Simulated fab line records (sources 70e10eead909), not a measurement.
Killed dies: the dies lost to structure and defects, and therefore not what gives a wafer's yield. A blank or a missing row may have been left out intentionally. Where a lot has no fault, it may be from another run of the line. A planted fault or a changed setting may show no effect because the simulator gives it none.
fab line records    flow nandHarc
record lots=6  wafers=18  lastDay=33
route steps=1302 shown P_M0@280 P_M1@285 END@1302
lots that met no fault: taken from a fault-free run of the same line
startH: start of the lot's first displayed wafer, in hours after the record's first day    waitH: hours since the lot's step before    " unchanged from the row above    L1.1+2: a single row standing in for several wafers    - value missing, or start not given    * or withheld: withheld    < > ~ a bound
route shown NAME@n: NAME is a module with steps in the file, n the number in the route of the first one    usual: the fault-free wafers' mean and standard deviation    same: alike in all rows    chamber/n: place in a boat    sites: each site's reading    _std_site: standard deviation of those values    _edge_site: mean of outer sites minus mean of inner sites    radiusMm: for every site, how far away it sits from the centre of the wafer    mask NAME#n: copy n    behind: the most recent tool/chamber to have shaped the wafer    hold: reason for holding the lot/hours on hold/outcome of the hold    device: transistor that didn't switch, given as n, p or np    end of line: at the end of the route, the tests of the same wafers    where a step has no rows: the recipe by itself    killed: count of dies lost to structure and defects at first sort (not the wafer's yield)    map: a wafer's dies, marking killed ones x, the rest . and places with no die _
set.NAME: the setting that was run; set.NAME@STEP: the one run at that earlier step    model.NAME: the simulator's own value behind a step, which no gauge read
certain route steps with their lots: each step a table, each wafer a row
services: a tool's chamber out of use, with start hour (startH, from the record's first day; less than 0 if before it), hours out, and reason
## steps
# step NHARC_P_M0_SRD_25
# step NHARC_P_M0_INSPECT_27
# usual rawDefectCount=282/120
lot.wafer  tool              chamber  startH  waitH  rawDefectCount
L984.1     defectInspect-02  -        181.91  0.0    706
L984.3     "                 -        "       "      363
L984.6     "                 -        "       "      504
L987.1     defectInspect-01  -        219.92  0.0    219
L987.3     "                 -        "       "      192
L987.5     "                 -        "       "      374
L989.2     defectInspect-02  -        235.68  0.0    348
L989.3     "                 -        "       "      229
L989.4     "                 -        "       "      420
L993.2     defectInspect-02  -        270.84  0.0    404
L993.3     "                 -        "       "      371
L993.5     "                 -        "       "      300
L992.3     defectInspect-01  -        273.52  0.0    334
L992.5     "                 -        "       "      164
L992.6     "                 -        "       "      237
L100.1     defectInspect-02  -        355.45  0.0    402
L100.3     "                 -        "       "      267
L100.5     "                 -        "       "      257
# step NHARC_P_M0_PRE_CLEAN_31
# recipe timeS=12  tempC=370  rfPowerW=300  gas=NH3
# usual heaterPowerW=650/72
lot.wafer  tool      chamber  startH  waitH  heaterPowerW  sinceWetCleanH
L984.1     pecvd-01  2        181.98  0.1    588           38
L984.3     "         0        "       "      588           38
L984.6     "         1        "       "      591           -
L987.1     pecvd-01  1        220.00  0.1    691           76
L987.3     "         2        "       "      685           76
L987.5     "         2        "       "      697           -
L989.2     pecvd-01  1        235.74  0.1    633           92
L989.3     "         2        "       "      673           92
L989.4     "         1        "       "      636           -
L993.2     pecvd-01  0        270.91  0.1    613           127
L993.3     "         1        "       "      697           127
L993.5     "         2        "       "      588           -
L992.3     pecvd-02  0        273.61  0.1    807           33
L992.5     "         2        "       "      659           -
L992.6     "         0        "       "      785           -
L100.1     pecvd-03  1        355.53  0.1    700           157
L100.3     "         2        "       "      740           157
L100.5     "         1        "       "      673           -
# step NHARC_P_M0_DEP_32
# recipe targetThkA=300  tempC=370  targetThkNm=30  pressureTorr=3  flowSccm=200  rfW=450  material=SiCN
# usual heaterPowerW=594/65
lot.wafer  tool      chamber  startH  waitH  heaterPowerW  sinceWetCleanH
L984.1     pecvd-01  2        182.06  0.1    594           38
L984.3     "         0        "       "      552           38
L984.6     "         1        "       "      547           -
L987.1     pecvd-01  1        220.11  0.1    657           76
L987.3     "         2        "       "      638           77
L987.5     "         2        "       "      507           -
L989.2     pecvd-01  1        235.82  0.1    655           92
L989.3     "         2        "       "      535           92
L989.4     "         1        "       "      654           -
L993.2     pecvd-01  0        270.99  0.1    468           127
L993.3     "         1        "       "      595           127
L993.5     "         2        "       "      532           -
L992.3     pecvd-02  0        273.75  0.1    658           33
L992.5     "         2        "       "      524           -
L992.6     "         0        "       "      636           -
L100.1     pecvd-03  1        355.64  0.1    637           158
L100.3     "         2        "       "      568           158
L100.5     "         1        "       "      642           -
# step NHARC_P_M1_DEP_00
# recipe targetThkA=1825  targetThkNm=182.5  tempC=withheld  pressureTorr=5  flowSccm=200  rfW=600  material=SiOC
# step NHARC_P_M1_DEHYDRATE_01
# recipe tempC=150  timeS=120
# step NHARC_P_M1_HMDS_02
# recipe timeS=30
# step NHARC_P_M1_COAT_34
# recipe tempC=200  timeS=65
# step NHARC_P_M1_COAT_03
# recipe spinRpm=1500  resistThkNm=90
# step NHARC_P_M1_SOFTBAKE_04
# recipe tempC=105  timeS=55
# step NHARC_P_M1_EBR_05
# step NHARC_P_M1_EXPOSE_06
# recipe na=1.35  targetCdNm=130  doseMj=81.88  maskId=P_M1
# usual exposureDoseMJCm2=81.79/0.087  reticleTempC=23.01/0.11
lot.wafer  tool            chamber  startH  waitH  mask    exposureDoseMJCm2  reticleTempC
L984.1     arfiScanner-01  0        183.16  -      P_M1#0  81.78              23.06
L984.3     "               0        "       "      P_M1#0  81.69              23.09
L984.6     "               0        "       "      P_M1#0  81.83              23.18
L987.1     arfiScanner-02  0        221.18  -      P_M1#0  81.71              22.93
L987.3     "               0        "       "      P_M1#0  81.63              22.85
L987.5     "               0        "       "      P_M1#0  81.74              23.03
L989.2     arfiScanner-02  0        236.93  -      P_M1#0  81.71              22.83
L989.3     "               0        "       "      P_M1#0  81.78              23.01
L989.4     "               0        "       "      P_M1#0  81.71              23.08
L993.2     arfiScanner-02  0        271.98  -      P_M1#0  80.43              22.92
L993.3     "               0        "       "      P_M1#0  80.36              23.02
L993.5     "               0        "       "      P_M1#0  80.42              23.03
L992.3     arfiScanner-01  0        274.78  -      P_M1#0  81.84              23.01
L992.5     "               0        "       "      P_M1#0  81.74              22.96
L992.6     "               0        "       "      P_M1#0  81.72              23.00
L100.1     arfiScanner-02  0        356.71  -      P_M1#0  80.62              23.06
L100.3     "               0        "       "      P_M1#0  80.65              22.88
L100.5     "               0        "       "      P_M1#0  80.67              22.92
# step NHARC_P_M1_PEB_07
# recipe pebTempC=100  pebTimeS=65
# step NHARC_P_M1_DEVELOP_08
# recipe developTimeS=35  devTempC=23
# step NHARC_P_M1_CD_MEAS_09
# recipe targetCdNm=130  landingEnergyEv=500
# usual cdNm=129.7/0.55
lot.wafer  tool      chamber  startH  waitH  hold                     cdNm
L984.1     cdSem-02  0        183.30  -      -                        129.3
L984.3     "         0        "       "      -                        130.2
L984.6     "         0        "       "      -                        129.9
L987.1     cdSem-01  0        221.32  -      -                        130.1
L987.3     "         0        "       "      -                        129.9
L987.5     "         0        "       "      -                        129.8
L989.2     cdSem-01  0        237.07  -      -                        130.2
L989.3     "         0        "       "      -                        130.1
L989.4     "         0        "       "      -                        129.9
L993.2     cdSem-02  0        272.12  -      awaitDispo/0.2h/release  127.2
L993.3     "         0        "       "      awaitDispo/0.2h/release  128.0
L993.5     "         0        "       "      awaitDispo/0.2h/release  127.6
L993.2     cdSem-02  0        -       -      -                        127.7
L993.3     "         0        "       "      -                        128.0
L993.5     "         0        "       "      -                        127.4
L992.3     cdSem-01  0        274.92  -      -                        129.7
L992.5     "         0        "       "      -                        130.0
L992.6     "         0        "       "      -                        129.9
L100.1     cdSem-02  0        356.85  -      -                        128.6
L100.3     "         0        "       "      -                        127.7
L100.5     "         0        "       "      -                        128.5
# step NHARC_P_M1_OVL_MEAS_10
# recipe pitchNm=260
# usual overlayXNm=0.0/0.86  overlayYNm=0.3/0.94
lot.wafer  tool        chamber  startH  waitH  hold                     overlayXNm  overlayYNm
L984.1     overlay-01  -        183.39  -      -                        0.4         1.0
L984.3     "           -        "       "      -                        0.2         1.1
L984.6     "           -        "       "      -                        -0.1        0.8
L987.1     overlay-02  -        221.41  -      -                        -1.8        1.0
L987.3     "           -        "       "      -                        -1.1        0.6
L987.5     "           -        "       "      -                        -1.7        0.3
L989.2     overlay-01  -        237.16  -      -                        -1.3        1.1
L989.3     "           -        "       "      -                        -1.0        1.1
L989.4     "           -        "       "      -                        -0.9        0.9
L992.3     overlay-02  -        275.00  -      -                        1.0         -0.4
L992.5     "           -        "       "      -                        1.0         -0.3
L992.6     "           -        "       "      -                        1.1         0.1
L993.2     overlay-01  -        276.45  -      awaitDispo/4.1h/release  0.7         -1.1
L993.3     "           -        "       "      awaitDispo/4.1h/release  1.1         -0.5
L993.5     "           -        "       "      awaitDispo/4.1h/release  1.2         -0.6
L100.1     overlay-01  -        356.94  -      -                        -0.1        1.2
L100.3     "           -        "       "      -                        0.4         1.8
L100.5     "           -        "       "      -                        -0.2        1.8
# step NHARC_P_M1_INSPECT_11
# usual rawDefectCount=4.2/2.3
lot.wafer  tool              chamber  startH  waitH  rawDefectCount
L984.1     defectInspect-01  -        183.43  0.0    5
L984.3     "                 -        "       "      1
L984.6     "                 -        "       "      4
L987.1     defectInspect-02  -        221.45  0.0    7
L987.3     "                 -        "       "      5
L987.5     "                 -        "       "      3
L989.2     defectInspect-01  -        237.19  0.0    5
L989.3     "                 -        "       "      4
L989.4     "                 -        "       "      1
L992.3     defectInspect-02  -        275.04  0.0    4
L992.5     "                 -        "       "      5
L992.6     "                 -        "       "      2
L993.2     defectInspect-02  -        276.48  0.0    7
L993.3     "                 -        "       "      1
L993.5     "                 -        "       "      6
L100.1     defectInspect-01  -        356.97  0.0    4
L100.3     "                 -        "       "      4
L100.5     "                 -        "       "      0
# step NHARC_P_M1_DESCUM_14
# recipe timeS=3  o2FlowSccm=200  arFlowSccm=0  biasPowerW=0  chemistry=O2
# usual drypumpMotorCurrentA=5.7/0.4  oesProductAu=0.999/0.0076  rfVppV=57.7/0.87  showerheadPlenumPTorr=1.90/0.058  throttleValvePct=11.311/0.0091
lot.wafer  tool        chamber  startH  waitH  drypumpMotorCurrentA  oesProductAu  rfHoursCounterH  rfVppV  showerheadPlenumPTorr  throttleValvePct  model.P_M1.cdNm
L984.3     rieDiel-08  1        183.50  0.1    5.7                   1.004         9                57.0    1.79                   11.309            129.5
L984.1     "           3        "       "      5.6                   1.007         10               55.6    1.88                   11.331            129.2
L984.6     "           1        "       "      5.7                   1.013         -                57.7    1.78                   11.315            129.2
L987.1     rieDiel-08  0        221.51  0.1    5.1                   1.000         1                57.1    1.95                   11.312            129.2
L987.3     "           2        "       "      6.0                   0.999         1                58.5    1.92                   11.306            129.1
L987.5     "           0        "       "      5.1                   1.009         -                57.8    1.95                   11.315            128.9
L989.4     rieDiel-08  0        237.25  0.1    5.1                   0.983         2                57.3    1.95                   11.320            129.8
L989.2     "           1        "       "      5.7                   0.998         2                57.7    1.78                   11.298            130.2
L989.3     "           3        "       "      5.6                   0.994         2                56.9    1.87                   11.303            130.4
L992.3     rieDiel-11  3        275.11  0.1    5.9                   0.999         0                57.8    1.98                   11.322            130.2
L992.5     "           1        "       "      5.5                   1.007         -                58.7    1.92                   11.312            130.7
L992.6     "           2        "       "      5.8                   0.989         -                58.0    1.87                   11.307            130.3
L993.2     rieDiel-11  0        276.54  0.1    6.4                   0.996         0                59.1    1.93                   11.298            127.5
L993.3     "           3        "       "      5.9                   0.992         0                58.8    1.98                   11.314            128.2
L993.5     "           1        "       "      5.5                   1.010         -                58.0    1.92                   11.299            128.4
L100.1     rieDiel-08  0        357.04  0.1    5.1                   0.998         14               57.2    1.94                   11.307            128.3
L100.3     "           1        "       "      5.7                   1.000         12               58.9    1.78                   11.306            127.7
L100.5     "           3        "       "      5.6                   0.998         -                58.1    1.87                   11.308            128.9
# step NHARC_P_M1_ETCH_35
# recipe targetDepthA=400  overetchA=120  timeS=43.94  ionEnergyEv=200  n2FlowSccm=150  h2FlowSccm=150  arFlowSccm=0  rfW=400  biasW=150  chemistry=N2/H2
# usual drypumpMotorCurrentA=5.7/0.39  oesProductAu=1.001/0.0086  rfVppV=430.2/1.9  showerheadPlenumPTorr=2.02/0.062  throttleValvePct=14.169/0.01
lot.wafer  tool        chamber  startH  waitH  drypumpMotorCurrentA  oesProductAu  rfHoursCounterH  rfVppV  showerheadPlenumPTorr  throttleValvePct
L984.3     rieDiel-08  2        183.58  0.1    6.0                   0.997         11               430.3   2.05                   14.150
L984.1     "           3        "       "      5.6                   1.010         10               428.2   2.00                   14.162
L984.6     "           3        "       "      5.6                   1.002         -                430.7   2.00                   14.154
L987.3     rieDiel-08  0        221.83  0.3    5.1                   1.005         2                433.3   2.08                   14.163
L987.1     "           3        "       "      5.6                   1.007         2                428.4   2.00                   14.165
L987.5     "           0        "       "      5.0                   1.000         -                431.5   2.08                   14.181
L989.2     rieDiel-08  2        237.34  0.1    6.0                   0.999         2                430.3   2.04                   14.167
L989.4     "           3        "       "      5.6                   0.999         2                429.1   2.00                   14.191
L989.3     "           0        "       "      5.1                   1.008         2                431.5   2.08                   14.176
L992.3     rieDiel-11  0        275.19  0.1    6.4                   0.994         0                432.0   2.06                   14.178
L992.6     "           3        "       "      5.9                   0.996         -                433.5   2.12                   14.170
L992.5     "           0        "       "      6.5                   0.995         -                431.0   2.06                   14.169
L993.2     rieDiel-11  0        276.63  0.1    6.4                   1.000         0                431.7   2.06                   14.174
L993.3     "           1        "       "      5.5                   1.010         0                430.8   2.04                   14.166
L993.5     "           1        "       "      5.5                   1.003         -                430.4   2.04                   14.162
L100.3     rieDiel-08  1        357.13  0.1    5.7                   0.997         12               428.8   1.89                   14.189
L100.1     "           2        "       "      6.0                   1.002         11               430.0   2.04                   14.160
L100.5     "           1        "       "      5.7                   0.998         -                426.0   1.89                   14.161
# step NHARC_END_SORT_01
# recipe tempC=25
# usual defectLimitedYield=91.9/2.2  killedAtArray=50/14  killedAtOther=0.9/1  killedAtPeriphery=3.9/2.5  killedDies=55/15  killedOpen=3.5/1.9  killedShort=2.5/1.7  sort_bin_2_pct=3.0/1.1  sort_bin_3_pct=0.6/0.33  sort_bin_4_pct=4.6/1.1  sortNPass=622/15  sortRimYieldPct=90/3.8  sortYieldPct=91.9/2.2
# same grossDies=677  sort_bin_5_pct[%]=0  sort_bin_6_pct[%]=0  sort_bin_7_pct[%]=0  sort_bin_8_pct[%]=0  sortRimNGross=106.00
lot.wafer  tool       chamber  startH  waitH  defectLimitedYield[%]  killedAtArray  killedAtOther  killedAtPeriphery  killedDies  killedOpen  killedShort  sort_bin_2_pct[%]  sort_bin_3_pct[%]  sort_bin_4_pct[%]  sortNPass  sortRimYieldPct[%]  sortYieldPct[%]
L984.1     prober-02  0        616.68  2.5    89.8                   61             1              7                  69          2           4            3.5                1.0                5.6                608        92                  89.8
L984.3     prober-02  0        618.26  3.1    90.0                   63             2              3                  68          4           6            3.4                1.0                5.6                609        86                  90.0
L984.6     prober-02  0        620.62  3.9    90.1                   65             1              1                  67          3           3            4.1                1.2                4.6                610        91                  90.1
L989.2     prober-02  0        664.47  2.8    94.2                   35             1              3                  39          3           4            2.2                0.6                3.0                638        96                  94.2
L989.3     prober-02  0        665.27  3.1    93.4                   44             0              1                  45          0           7            2.1                0.4                4.1                632        95                  93.4
L989.4     prober-02  0        666.07  3.4    94.1                   39             0              1                  40          3           5            1.5                0.1                4.3                637        91                  94.1
L987.1     prober-02  0        671.46  2.5    91.6                   51             4              2                  57          3           5            3.8                0.4                4.1                620        88                  91.6
L987.3     prober-02  0        673.08  3.1    92.5                   45             1              5                  51          2           5            3.1                0.4                4.0                626        93                  92.5
L987.5     prober-02  0        674.70  3.7    93.2                   43             1              2                  46          2           2            2.5                0.7                3.5                631        91                  93.2
L993.2     prober-02  0        695.00  2.8    93.5                   40             0              4                  44          2           2            1.9                0.3                4.3                633        92                  93.5
L993.3     prober-02  0        695.78  3.1    90.8                   54             0              8                  62          1           4            2.8                0.6                5.8                615        86                  90.8
L993.5     prober-02  0        697.36  3.6    93.5                   42             0              2                  44          2           1            2.4                0.6                3.5                633        94                  93.5
L992.3     prober-01  0        695.87  3.1    92.2                   50             1              2                  53          2           4            2.7                0.9                4.3                624        92                  92.2
L992.5     prober-01  0        697.48  3.7    90.7                   58             0              5                  63          5           1            3.8                0.3                5.2                614        82                  90.7
L992.6     prober-01  0        698.28  4.0    91.4                   55             1              2                  58          2           2            3.1                0.4                5.0                619        92                  91.4
L100.1     prober-02  0        797.98  2.5    88.5                   75             1              2                  78          5           1            6.2                0.3                5.0                599        92                  88.5
L100.3     prober-02  0        799.57  3.1    89.5                   68             0              3                  71          3           3            4.0                0.4                6.1                606        88                  89.5
L100.5     prober-02  0        801.16  3.7    92.6                   50             0              0                  50          2           1            2.5                0.9                4.0                627        93                  92.6
# killed by level:class
L984.1 A_CHANNEL_HOLE_D2:chamberFilmFlake=26 A_SLIT:chamberFilmFlake=22 A_CHANNEL_HOLE_D1:chamberFilmFlake=4 A_STAIRCASE:chamberFilmFlake=3 A_CONTACT:chamberFilmFlake=3 P_BONDPAD:chamberFilmFlake=2 P_GATE:geometricParticle:open=1 P_GATE:geometricParticle:short=1
L984.3 A_SLIT:chamberFilmFlake=25 A_CHANNEL_HOLE_D2:chamberFilmFlake=18 A_STAIRCASE:chamberFilmFlake=5 A_CHANNEL_HOLE_D1:chamberFilmFlake=4 A_ONON_D2:geometricParticle:short=2 A_CHANNEL_FILL_D2:geometricParticle:open=2 P_BONDPAD:chamberFilmFlake=2 A_CONTACT:chamberFilmFlake=2
L984.6 A_CHANNEL_HOLE_D2:chamberFilmFlake=32 A_SLIT:chamberFilmFlake=22 A_CONTACT:chamberFilmFlake=3 A_ONON_D1:geometricParticle:open=2 A_DECK1_JOINT:geometricParticle:short=2 A_ONON_D2:geometricParticle:short=1 A_BLC:geometricParticle:open=1 P_BONDPAD:chamberFilmFlake=1
L989.2 A_CHANNEL_HOLE_D2:chamberFilmFlake=12 A_CONTACT:chamberFilmFlake=5 A_CHANNEL_HOLE_D1:chamberFilmFlake=4 A_BLC:chamberFilmFlake=4 A_CHANNEL_FILL_D1:chamberFilmFlake=2 P_M1:geometricParticle:open=1 P_M2:geometricParticle:open=1 A_ONON_D2:geometricParticle:open=1
L989.3 A_CHANNEL_HOLE_D2:chamberFilmFlake=16 A_CHANNEL_HOLE_D1:chamberFilmFlake=7 A_BLC:chamberFilmFlake=6 A_WL_FILL:geometricParticle:short=5 A_CONTACT:chamberFilmFlake=5 A_STAIRCASE:chamberFilmFlake=2 A_ONON_D1:geometricParticle:short=1 A_ONON_D2:geometricParticle:short=1
L989.4 A_CHANNEL_HOLE_D2:chamberFilmFlake=16 A_CHANNEL_HOLE_D1:chamberFilmFlake=5 A_STAIRCASE:chamberFilmFlake=4 A_CONTACT:chamberFilmFlake=3 A_CHANNEL_FILL_D1:geometricParticle:short=2 A_CHANNEL_FILL_D1:chamberFilmFlake=2 A_BLC:chamberFilmFlake=2 P_CONTACT:geometricParticle:short=1
L987.1 A_SLIT:chamberFilmFlake=28 A_CHANNEL_HOLE_D2:chamberFilmFlake=6 A_STAIRCASE:chamberFilmFlake=5 THIN_TSV:chamberFilmFlake=3 A_WL_FILL:geometricParticle:short=2 A_CHANNEL_HOLE_D1:chamberFilmFlake=2 A_CHANNEL_FILL_D1:geometricParticle:short=1 A_CHANNEL_HOLE_D2:geometricParticle:short=1
L987.3 A_SLIT:chamberFilmFlake=29 A_CHANNEL_HOLE_D1:chamberFilmFlake=5 A_CONTACT:chamberFilmFlake=4 P_ZERO_WELL:chamberFilmFlake=2 P_STI:geometricParticle:short=1 P_CONTACT:geometricParticle:open=1 P_M0:geometricParticle:short=1 A_CHANNEL_FILL_D1:geometricParticle:short=1
L987.5 A_SLIT:chamberFilmFlake=28 A_CHANNEL_HOLE_D2:chamberFilmFlake=6 A_STAIRCASE:chamberFilmFlake=3 A_CONTACT:chamberFilmFlake=3 P_GATE:geometricParticle:open=1 P_CONTACT:geometricParticle:short=1 A_CHANNEL_FILL_D1:geometricParticle:short=1 A_BLC:geometricParticle:open=1
L993.2 A_SLIT:chamberFilmFlake=23 A_CHANNEL_HOLE_D1:chamberFilmFlake=5 A_WL_FILL:chamberFilmFlake=3 P_GATE:chamberFilmFlake=2 P_M1:chamberFilmFlake=2 A_CONTACT:chamberFilmFlake=2 A_ONON_D1:geometricParticle:short=1 A_STAIRCASE:geometricParticle:short=1
L993.3 A_SLIT:chamberFilmFlake=32 P_M1:chamberFilmFlake=6 A_CHANNEL_HOLE_D1:chamberFilmFlake=5 A_WL_FILL:chamberFilmFlake=5 A_CONTACT:chamberFilmFlake=3 A_CHANNEL_HOLE_D2:chamberFilmFlake=2 A_STAIRCASE:chamberFilmFlake=2 A_ONON_D1:geometricParticle:short=1
L992.3 A_CHANNEL_HOLE_D2:chamberFilmFlake=23 A_CHANNEL_HOLE_D1:chamberFilmFlake=12 A_STAIRCASE:chamberFilmFlake=3 A_SLIT:chamberFilmFlake=3 A_CONTACT:chamberFilmFlake=3 A_CHANNEL_FILL_D2:geometricParticle:short=2 P_GATE:chamberFilmFlake=2 A_CHANNEL_FILL_D1:geometricParticle:short=1
L993.5 A_SLIT:chamberFilmFlake=23 A_CHANNEL_HOLE_D1:chamberFilmFlake=5 A_WL_FILL:chamberFilmFlake=4 A_CHANNEL_FILL_D2:chamberFilmFlake=2 A_STAIRCASE:chamberFilmFlake=2 A_ONON_D2:geometricParticle:open=1 A_WL_FILL:geometricParticle:short=1 A_M1:geometricParticle:open=1
L992.5 A_CHANNEL_HOLE_D1:chamberFilmFlake=20 A_CHANNEL_HOLE_D2:chamberFilmFlake=18 A_CONTACT:chamberFilmFlake=8 P_GATE:chamberFilmFlake=3 A_ZERO_WELL:chamberFilmFlake=3 A_STAIRCASE:chamberFilmFlake=3 P_M0:geometricParticle:open=1 A_ONON_D1:geometricParticle:open=1
L992.6 A_CHANNEL_HOLE_D1:chamberFilmFlake=29 A_CHANNEL_HOLE_D2:chamberFilmFlake=16 A_CONTACT:chamberFilmFlake=4 P_GATE:chamberFilmFlake=2 A_SOURCE_PLATE:geometricParticle:open=1 A_SGD_CUT:geometricParticle:short=1 A_WL_FILL:geometricParticle:short=1 A_CONTACT:geometricParticle:open=1
L100.1 A_CHANNEL_HOLE_D2:chamberFilmFlake=30 A_SLIT:chamberFilmFlake=29 A_CONTACT:chamberFilmFlake=6 A_CHANNEL_FILL_D1:geometricParticle:open=2 A_M0:geometricParticle:open=2 A_ONON_D2:geometricParticle:open=1 A_WL_FILL:geometricParticle:short=1 P_ZERO_WELL:chamberFilmFlake=1
L100.3 A_SLIT:chamberFilmFlake=29 A_CHANNEL_HOLE_D2:chamberFilmFlake=28 A_CONTACT:chamberFilmFlake=4 A_STAIRCASE:chamberFilmFlake=2 P_M0:geometricParticle:open=1 A_SOURCE_PLATE:geometricParticle:short=1 A_ONON_D1:geometricParticle:short=1 A_DECK1_JOINT:geometricParticle:short=1
L100.5 A_CHANNEL_HOLE_D2:chamberFilmFlake=23 A_SLIT:chamberFilmFlake=20 A_STAIRCASE:chamberFilmFlake=2 A_CHANNEL_FILL_D1:geometricParticle:open=1 A_WL_FILL:geometricParticle:short=1 A_WL_FILL:geometricParticle:open=1 A_CHANNEL_HOLE_D1:chamberFilmFlake=1 A_CONTACT:chamberFilmFlake=1
## services
tool            chamber  startH  hours  kind
pecvd-02        0        162.36  1.8    repair
rieDiel-11      2        164.83  2.9    repair
rieDiel-08      0        169.80  -      clean
rieDiel-08      1        169.80  -      clean
rieDiel-08      2        169.80  -      clean
arfiScanner-01  -        179.74  0.9    repair
rieDiel-08      0        183.57  11.3   repair
pecvd-03        -        185.16  13.0   pm
rieDiel-08      -        190.80  9.0    pm
rieDiel-11      2        206.41  6.2    repair
pecvd-03        -        210.62  0.6    repair
pecvd-02        -        227.33  13.0   pm
arfiScanner-02  -        231.04  3.9    repair
rieDiel-11      1        244.97  5.7    repair
rieDiel-11      -        255.50  9.0    pm
arfiScanner-01  -        260.34  4.0    pm
arfiScanner-02  -        276.82  1.0    repair
arfiScanner-02  -        292.03  4.8    repair
pecvd-01        -        299.92  0.8    repair
rieDiel-11      -        302.14  0.7    repair
pecvd-01        -        311.68  13.0   pm
arfiScanner-02  -        312.00  4.0    pm
arfiScanner-02  -        319.76  0.6    repair
arfiScanner-01  -        337.67  1.4    repair
## key
firstSign step=NHARC_P_M1_EXPOSE_06  reading=exposureDoseMJCm2  direction=down  sigmas=15  usual=81.79  struck=80.53
effect step=NHARC_P_M1_CD_MEAS_09  reading=visit  direction=added  through=controlLoop
modelEffect step=NHARC_P_M1_DESCUM_14  value=P_M1.cdNm  without=129.1  struck=128.2
metAt NHARC_P_M1_EXPOSE_06
struckWafers L993.2,L993.3,L993.5,L100.1,L100.3,L100.5
loopTrim step=NHARC_P_M1_EXPOSE_06  setting=dose  lots=L100
onsetBetween 236.93 271.98
fault kind=processParameterDrift  tool=arfiScanner-02  chamber=-  onsetH=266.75  steps=NHARC_P_M1_EXPOSE_06  channel=doseMj  offset=-1.3791  shape=step  actsIn=theseRecipesOnly  stated=81.88
# loopTrim: a control loop set the setting to another value than it would have without faults
